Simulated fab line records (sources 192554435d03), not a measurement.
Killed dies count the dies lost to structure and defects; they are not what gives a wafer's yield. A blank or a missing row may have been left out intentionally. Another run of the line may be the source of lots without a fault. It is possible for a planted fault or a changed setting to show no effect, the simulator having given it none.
fab line records	flow n5Finfet	part 2 of 2: steps 5 to 6 of 6
record lots=23	wafers=69	lastDay=18
route steps=1938 shown BEOL_M8@1346
lots that met no fault: from a run of the same line without faults
startH: start of the lot's first displayed wafer, in hours after the record's first day	waitH: time in hours since the lot's previous step	" unchanged from the row above	L1.1+2: a single row standing in for several wafers	- value missing, or start not given	* or withheld: withheld	< > ~ a bound
route shown NAME@n: NAME is a module with steps in the file, n the number in the route of the first one	usual: average and standard deviation across the fault-free wafers	same: alike in all rows	chamber/n: place in a boat	sites: the reading at each site	_std_site: the values' standard deviation	_edge_site: inner sites' mean taken away from outer sites' mean	radiusMm: for every site, how far away it sits from the centre of the wafer	mask NAME#n: copy n	behind: the tool/chamber that last shaped the wafer	hold: what put the lot on hold/how long, in hours/how the hold closed	device: the n, p or np transistor that did not switch	end of line: the tests these same wafers got at the end of their route	a step with no rows: only its recipe	killed: dies that structure and defects cost at the first sort, which is not the same as the wafer's yield	map: a wafer's dies, marking killed ones x, the rest . and places with no die _
set.NAME: the setting that was run; set.NAME@STEP: the one run at that earlier step	model.NAME: the simulator's own value behind a step, which no gauge read
steps of the route over a sample of lots; a table a step, a row a wafer
services: the hour from which a tool's chamber was out of use, counted from the record's first day as startH (under 0 if before that day), plus the number of hours and why
## steps
# step N5_BEOL_M8_ETCH_65
# recipe chemistry=CF4	target=SiARC	targetDepthA=156	maskMaterial=CAR-EUV	timeS=26	ionEnergyEv=80	pressureMtorr=40	sourceW=545	biasW=36	Ar_flow_sccm=100	cf4FlowSccm=100	ends=cleared
# usual drypumpMotorCurrentA=5.7/0.43	etchRfOnTimeS=26.2/0.65	oesProductAu=0.69/0.077	rfVppV=184.1/1.3	showerheadPlenumPTorr=2.14/0.08	throttleValvePct=15.61/0.22
lot.wafer	tool	chamber	startH	waitH	drypumpMotorCurrentA	etchRfOnTimeS	oesProductAu	rfHoursCounterH	rfVppV	showerheadPlenumPTorr	throttleValvePct
L075.1	rieDiel-01	1	229.02	0.0	5.3	25.9	0.59	232	183.8	2.04	16.19
L075.2	"	0	"	"	5.5	26.7	0.61	193	185.6	2.22	15.71
L075.6	"	0	"	"	5.5	27.0	0.60	-	185.1	2.22	15.72
L074.3	rieDiel-03	1	230.53	0.0	5.7	25.0	0.85	4	185.0	2.20	15.55
L074.5	"	2	"	"	5.7	26.3	0.76	-	186.3	2.28	15.63
L074.6	"	1	"	"	5.7	25.0	0.86	-	183.1	2.20	15.57
L076.4	rieDiel-01	1	239.89	0.0	5.3	25.8	0.59	236	183.8	2.03	16.18
L076.5	"	0	"	"	5.5	26.9	0.61	-	184.8	2.22	15.71
L076.6	"	3	"	"	5.5	26.4	0.60	-	184.0	2.10	15.60
L077.2	rieDiel-03	0	246.08	0.0	5.4	26.4	0.61	205	182.8	2.05	15.74
L077.5	"	1	"	"	5.7	25.2	0.84	-	183.9	2.20	15.58
L077.6	"	0	"	"	5.3	26.6	0.60	-	184.1	2.05	15.75
L079.2	rieDiel-06	0	250.10	0.0	6.5	26.6	0.63	152	184.4	2.06	15.70
L079.3	"	1	"	"	5.4	25.9	0.74	37	184.0	2.08	15.15
L079.4	"	2	"	"	5.3	25.9	0.76	22	186.1	2.18	15.33
L078.3	rieDiel-03	3	250.38	0.0	6.6	27.0	0.68	99	185.2	2.23	15.44
L078.4	"	2	"	"	5.7	26.1	0.74	36	184.2	2.28	15.63
L078.6	"	1	"	"	5.7	24.9	0.83	-	186.5	2.20	15.58
L080.2	rieDiel-06	2	253.65	0.0	5.3	26.1	0.77	23	185.6	2.17	15.31
L080.5	"	0	"	"	6.5	26.6	0.63	-	184.1	2.06	15.70
L080.6	"	3	"	"	5.5	25.9	0.73	-	184.4	2.09	15.77
L083.3	rieDiel-06	1	258.90	0.0	5.5	26.0	0.74	41	183.6	2.08	15.14
L083.5	"	0	"	"	6.5	26.8	0.62	-	182.9	2.06	15.71
L083.6	"	1	"	"	5.4	25.8	0.75	-	183.6	2.08	15.15
L081.1	rieDiel-01	3	277.43	0.0	5.5	26.1	0.60	229	183.8	2.10	15.64
L081.4	"	3	"	"	5.5	25.8	0.60	-	183.2	2.10	15.65
L081.5	"	2	"	"	5.8	26.4	0.58	-	182.8	2.11	15.85
L082.1	rieDiel-03	1	287.42	0.0	5.7	24.8	0.81	23	184.3	2.19	15.61
L082.3	"	2	"	"	5.7	26.0	0.74	50	185.9	2.27	15.67
L082.4	"	0	"	"	5.3	26.5	0.59	219	182.4	2.04	15.77
L084.2	rieDiel-06	3	287.44	0.0	5.5	25.9	0.71	62	183.7	2.09	15.80
L084.3	"	1	"	"	5.4	25.9	0.73	50	183.5	2.07	15.16
L084.5	"	1	"	"	5.5	26.0	0.73	-	181.9	2.07	15.16
L088.1	rieDiel-03	3	292.46	0.0	6.6	27.1	0.66	115	185.7	2.23	15.43
L088.5	"	2	"	"	5.7	26.1	0.72	-	184.1	2.27	15.66
L088.6	"	1	"	"	5.7	25.0	0.80	-	183.7	2.19	15.62
L085.2	rieDiel-03	1	297.16	0.0	5.7	25.3	0.80	27	184.4	2.19	15.61
L085.3	"	0	"	"	5.4	26.5	0.58	223	182.0	2.04	15.77
L085.4	"	2	"	"	5.7	25.9	0.72	54	183.8	2.27	15.67
L086.1	rieDiel-03	3	306.09	0.0	6.6	27.0	0.66	120	185.5	2.22	15.47
L086.5	"	2	"	"	5.7	26.0	0.72	-	185.1	2.27	15.67
L086.6	"	3	"	"	6.6	27.0	0.66	-	184.4	2.22	15.47
L087.1	rieDiel-06	3	309.74	0.0	5.5	25.7	0.71	68	184.2	2.09	15.82
L087.3	"	0	"	"	6.5	26.4	0.62	173	183.0	2.06	15.74
L087.6	"	2	"	"	5.4	25.8	0.76	-	184.1	2.17	15.36
L089.2	rieDiel-01	0	318.48	0.0	5.5	27.3	0.59	231	185.8	2.20	15.78
L089.5	"	3	"	"	5.5	26.4	0.59	-	183.1	2.09	15.67
L089.6	"	1	"	"	5.3	25.5	0.81	-	184.8	2.28	15.73
L092.1	rieDiel-06	3	324.63	0.0	5.5	26.4	0.70	74	183.3	2.09	15.81
L092.4	"	2	"	"	5.3	26.0	0.74	44	183.4	2.17	15.37
L092.6	"	1	"	"	5.5	26.1	0.71	-	184.3	2.07	15.17
L090.1	rieDiel-06	0	325.63	0.0	6.5	26.6	0.62	180	183.4	2.06	15.75
L090.3	"	2	"	"	5.3	25.9	0.74	44	183.6	2.17	15.38
L090.4	"	1	"	"	5.5	25.8	0.72	63	183.5	2.07	15.20
L091.1	rieDiel-01	0	327.51	0.0	5.5	27.4	0.57	235	185.7	2.20	15.78
L091.2	"	1	"	"	5.3	25.6	0.80	15	185.7	2.28	15.76
L091.3	"	3	"	"	5.5	26.2	0.58	253	184.0	2.09	15.67
L094.1	rieDiel-06	1	337.48	0.0	5.4	25.9	0.71	68	183.1	2.07	15.18
L094.5	"	2	"	"	5.3	26.2	0.73	-	184.0	2.17	15.39
L094.6	"	3	"	"	5.5	25.9	0.70	-	183.1	2.08	15.84
L095.3	rieDiel-06	1	348.54	0.0	5.5	25.7	0.71	71	185.0	2.07	15.20
L095.5	"	1	"	"	5.5	26.0	0.71	-	183.5	2.07	15.20
L095.6	"	0	"	"	6.5	27.0	0.61	-	182.3	2.05	15.77
L096.1	rieDiel-03	1	366.36	0.0	5.7	25.1	0.77	48	184.7	2.19	15.66
L096.2	"	0	"	"	5.4	26.8	0.57	249	181.3	2.03	15.82
L096.4	"	2	"	"	5.7	26.4	0.70	80	185.3	2.26	15.72
L097.2	rieDiel-03	3	370.75	0.0	6.6	27.5	0.64	144	186.7	2.22	15.51
L097.3	"	2	"	"	5.8	26.1	0.69	82	185.4	2.26	15.73
L097.5	"	1	"	"	5.7	25.2	0.75	-	184.2	2.18	15.67
# step N5_BEOL_M8_ETCH_41
# recipe chemistry=CH3F/O2	target=SiCN	targetDepthA=319	taperDeg=2	timeS=57.8	ionEnergyEv=120	maskMaterial=TiN	pressureMtorr=30	sourceW=395	biasW=75	Ar_flow_sccm=150	CH3F_flow_sccm=30	O2_flow_sccm=20
# usual drypumpMotorCurrentA=5.7/0.43	oesProductAu=0.80/0.089	rfVppV=297.4/1.8	showerheadPlenumPTorr=2.00/0.08	throttleValvePct=16.32/0.22
lot.wafer	tool	chamber	startH	waitH	drypumpMotorCurrentA	oesProductAu	rfHoursCounterH	rfVppV	showerheadPlenumPTorr	throttleValvePct
L075.1	rieDiel-01	1	-	-	5.3	0.70	233	296.7	1.89	16.87
L075.2	"	0	"	"	5.5	0.72	193	298.7	2.07	16.38
L075.6	"	0	"	"	5.5	0.71	-	299.1	2.07	16.37
L074.3	rieDiel-03	1	-	-	5.7	1.00	5	296.9	2.06	16.30
L074.5	"	2	"	"	5.7	0.90	-	300.3	2.14	16.35
L074.6	"	1	"	"	5.7	1.00	-	299.7	2.06	16.28
L076.4	rieDiel-01	1	-	-	5.3	0.70	236	295.6	1.89	16.89
L076.5	"	0	"	"	5.5	0.71	-	298.2	2.07	16.39
L076.6	"	3	"	"	5.5	0.71	-	296.5	1.97	16.36
L077.2	rieDiel-03	0	-	-	5.3	0.71	205	295.4	1.91	16.43
L077.5	"	1	"	"	5.7	0.99	-	297.0	2.06	16.32
L077.6	"	0	"	"	5.3	0.71	-	296.3	1.91	16.43
L079.2	rieDiel-06	0	-	-	6.5	0.75	152	296.2	1.92	16.39
L079.3	"	1	"	"	5.4	0.87	37	295.5	1.94	15.83
L079.4	"	2	"	"	5.3	0.91	22	298.3	2.03	16.02
L078.3	rieDiel-03	3	-	-	6.6	0.80	99	299.2	2.10	16.21
L078.4	"	2	"	"	5.7	0.88	36	299.9	2.13	16.36
L078.6	"	1	"	"	5.7	0.96	-	300.1	2.06	16.33
L080.2	rieDiel-06	2	-	-	5.3	0.91	23	298.7	2.03	16.03
L080.5	"	0	"	"	6.5	0.75	-	293.8	1.92	16.38
L080.6	"	3	"	"	5.6	0.85	-	295.1	1.96	16.50
L083.3	rieDiel-06	1	-	-	5.5	0.87	41	296.2	1.93	15.84
L083.5	"	0	"	"	6.5	0.74	-	295.5	1.92	16.35
L083.6	"	1	"	"	5.5	0.86	-	296.2	1.93	15.84
L081.1	rieDiel-01	3	-	-	5.5	0.70	229	296.8	1.97	16.41
L081.4	"	3	"	"	5.5	0.70	-	296.4	1.97	16.38
L081.5	"	2	"	"	5.8	0.67	-	297.0	1.97	16.55
L082.1	rieDiel-03	1	-	-	5.6	0.93	23	297.7	2.06	16.37
L082.3	"	2	"	"	5.8	0.87	50	299.5	2.13	16.38
L082.4	"	0	"	"	5.3	0.69	219	294.3	1.90	16.48
L084.2	rieDiel-06	3	-	-	5.6	0.83	62	295.9	1.95	16.53
L084.3	"	1	"	"	5.5	0.86	50	296.1	1.93	15.86
L084.5	"	1	"	"	5.5	0.85	-	296.2	1.93	15.85
L088.1	rieDiel-03	3	-	-	6.6	0.79	115	299.7	2.10	16.23
L088.5	"	2	"	"	5.7	0.87	-	300.7	2.13	16.40
L088.6	"	1	"	"	5.7	0.94	-	297.6	2.06	16.35
L085.2	rieDiel-03	1	-	-	5.7	0.93	27	298.4	2.05	16.36
L085.3	"	0	"	"	5.4	0.68	223	295.1	1.90	16.48
L085.4	"	2	"	"	5.8	0.85	54	301.7	2.13	16.40
L086.1	rieDiel-03	3	-	-	6.6	0.77	120	300.5	2.09	16.24
L086.5	"	2	"	"	5.7	0.85	-	298.4	2.13	16.40
L086.6	"	3	"	"	6.6	0.77	-	298.9	2.09	16.23
L087.1	rieDiel-06	3	-	-	5.5	0.83	68	296.4	1.95	16.55
L087.3	"	0	"	"	6.5	0.72	174	296.8	1.91	16.41
L087.6	"	2	"	"	5.4	0.87	-	297.4	2.02	16.03
L089.2	rieDiel-01	0	-	-	5.5	0.69	231	297.9	2.06	16.45
L089.5	"	3	"	"	5.5	0.69	-	297.1	1.96	16.42
L089.6	"	1	"	"	5.3	0.97	-	298.5	2.13	16.44
L092.1	rieDiel-06	3	-	-	5.6	0.83	75	295.3	1.95	16.57
L092.4	"	2	"	"	5.3	0.87	44	297.3	2.02	16.06
L092.6	"	1	"	"	5.5	0.84	-	296.3	1.93	15.87
L090.1	rieDiel-06	0	-	-	6.5	0.73	180	296.1	1.91	16.42
L090.3	"	2	"	"	5.3	0.87	44	299.2	2.02	16.07
L090.4	"	1	"	"	5.5	0.83	63	295.9	1.93	15.88
L091.1	rieDiel-01	0	-	-	5.6	0.68	235	299.0	2.06	16.46
L091.2	"	1	"	"	5.4	0.95	15	300.2	2.13	16.47
L091.3	"	3	"	"	5.5	0.69	253	297.8	1.96	16.44
L094.1	rieDiel-06	1	-	-	5.5	0.84	68	297.6	1.93	15.90
L094.5	"	2	"	"	5.4	0.86	-	299.1	2.02	16.08
L094.6	"	3	"	"	5.6	0.81	-	296.2	1.95	16.57
L095.3	rieDiel-06	1	-	-	5.5	0.83	71	297.0	1.92	15.91
L095.5	"	1	"	"	5.4	0.83	-	295.2	1.92	15.90
L095.6	"	0	"	"	6.5	0.72	-	294.8	1.91	16.44
L096.1	rieDiel-03	1	-	-	5.7	0.90	48	297.1	2.05	16.40
L096.2	"	0	"	"	5.3	0.68	249	296.5	1.90	16.53
L096.4	"	2	"	"	5.7	0.82	80	298.5	2.12	16.45
L097.2	rieDiel-03	3	-	-	6.6	0.75	145	299.9	2.09	16.31
L097.3	"	2	"	"	5.8	0.82	82	300.2	2.12	16.43
L097.5	"	1	"	"	5.7	0.89	-	299.4	2.05	16.41
## services
tool	chamber	startH	hours	kind
rieDiel-03	-	205.84	0.2	repair
rieDiel-03	2	220.89	7.3	repair
rieDiel-06	2	254.76	7.2	repair
rieMetal-03	-	255.54	1.1	repair
rieMetal-02	1	267.63	2.0	repair
rieDiel-01	1	275.60	-	clean
rieDiel-01	1	275.60	-	consumableReplace:focusRing
rieDiel-01	1	275.60	-	consumableReplace:showerhead
rieDiel-01	1	275.60	19.0	scheduledDown
rieDiel-01	1	275.60	19.0	ventCycle
rieDiel-01	2	299.41	-	clean
rieDiel-01	2	299.41	-	consumableReplace:focusRing
rieDiel-01	2	299.41	30.5	scheduledDown
rieMetal-01	-	329.92	2.6	repair
rieDiel-03	1	331.23	10.9	repair
rieDiel-01	0	343.61	9.4	repair
rieDiel-01	1	360.24	5.1	repair
rieMetal-02	1	360.90	5.3	repair
rieDiel-06	-	364.60	2.4	repair
rieDiel-03	0	368.14	-	clean
rieDiel-03	0	368.14	-	consumableReplace:focusRing
rieDiel-03	0	368.14	-	consumableReplace:showerhead
rieDiel-03	0	368.14	16.1	scheduledDown
rieDiel-03	0	368.14	16.1	ventCycle
